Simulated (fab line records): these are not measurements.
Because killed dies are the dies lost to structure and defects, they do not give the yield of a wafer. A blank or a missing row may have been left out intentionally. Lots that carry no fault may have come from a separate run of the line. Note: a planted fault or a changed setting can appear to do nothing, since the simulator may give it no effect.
Matching of chambers / flow n5 finfet / N5_HKMG_FIN_STRIP_57 on rie diel-01: 4 sister chambers
The step strips in CF4. 8 wafers are shown with their chamber, then 7 later ones without.

## WAFERS WITH THEIR CHAMBER
wafer=L077.2; chamber=2; showerhead plenum p Torr (Torr)=1.79; drypump motor current A (A)=5.5
wafer=L078.6; chamber=3; showerhead plenum p Torr (Torr)=1.79; drypump motor current A (A)=6.4
wafer=L087.2; chamber=3; showerhead plenum p Torr (Torr)=1.79; drypump motor current A (A)=6.4
wafer=L089.1; chamber=0; showerhead plenum p Torr (Torr)=1.88; drypump motor current A (A)=6.2
wafer=L089.2; chamber=1; showerhead plenum p Torr (Torr)=1.80; drypump motor current A (A)=5.9
wafer=L089.5; chamber=0; showerhead plenum p Torr (Torr)=1.87; drypump motor current A (A)=6.2
wafer=L094.1; chamber=1; showerhead plenum p Torr (Torr)=1.80; drypump motor current A (A)=5.9
wafer=L094.3; chamber=2; showerhead plenum p Torr (Torr)=1.78; drypump motor current A (A)=5.6

## WAFERS WHOSE CHAMBER IS MISSING
wafer=L094.4; showerhead plenum p Torr (Torr)=1.78; drypump motor current A (A)=6.4
wafer=L095.1; showerhead plenum p Torr (Torr)=1.78; drypump motor current A (A)=6.4
wafer=L095.3; showerhead plenum p Torr (Torr)=1.87; drypump motor current A (A)=6.2
wafer=L095.6; showerhead plenum p Torr (Torr)=1.79; drypump motor current A (A)=5.9
wafer=L096.1; showerhead plenum p Torr (Torr)=1.78; drypump motor current A (A)=5.5
wafer=L096.5; showerhead plenum p Torr (Torr)=1.79; drypump motor current A (A)=5.9
wafer=L096.6; showerhead plenum p Torr (Torr)=1.78; drypump motor current A (A)=5.6

## CHAMBER TAKEN BY EACH
wafer=L094.4; from the rows above=3; in truth=3
wafer=L095.1; from the rows above=3; in truth=3
wafer=L095.3; from the rows above=0; in truth=0
wafer=L095.6; from the rows above=1; in truth=1
wafer=L096.1; from the rows above=2; in truth=2
wafer=L096.5; from the rows above=1; in truth=1
wafer=L096.6; from the rows above=2; in truth=2
Correctly placed: 7 of 7. Not placeable from these rows: 0. Placed wrongly: 0.
How it was worked out, from the rows above alone: a wafer's distance from a chamber is the root of the sum, over the readings, of the square of ((its reading less the chamber's mean) divided by the reading's scatter). The wafer belongs to the nearest chamber; if the next one is less than 2 further off, it can't be placed. A chamber's mean is the mean of its shown wafers. The scatter: take each reading less its chamber's mean, square it, sum over the shown wafers, divide by the number of wafers less the number of chambers, and take the root.
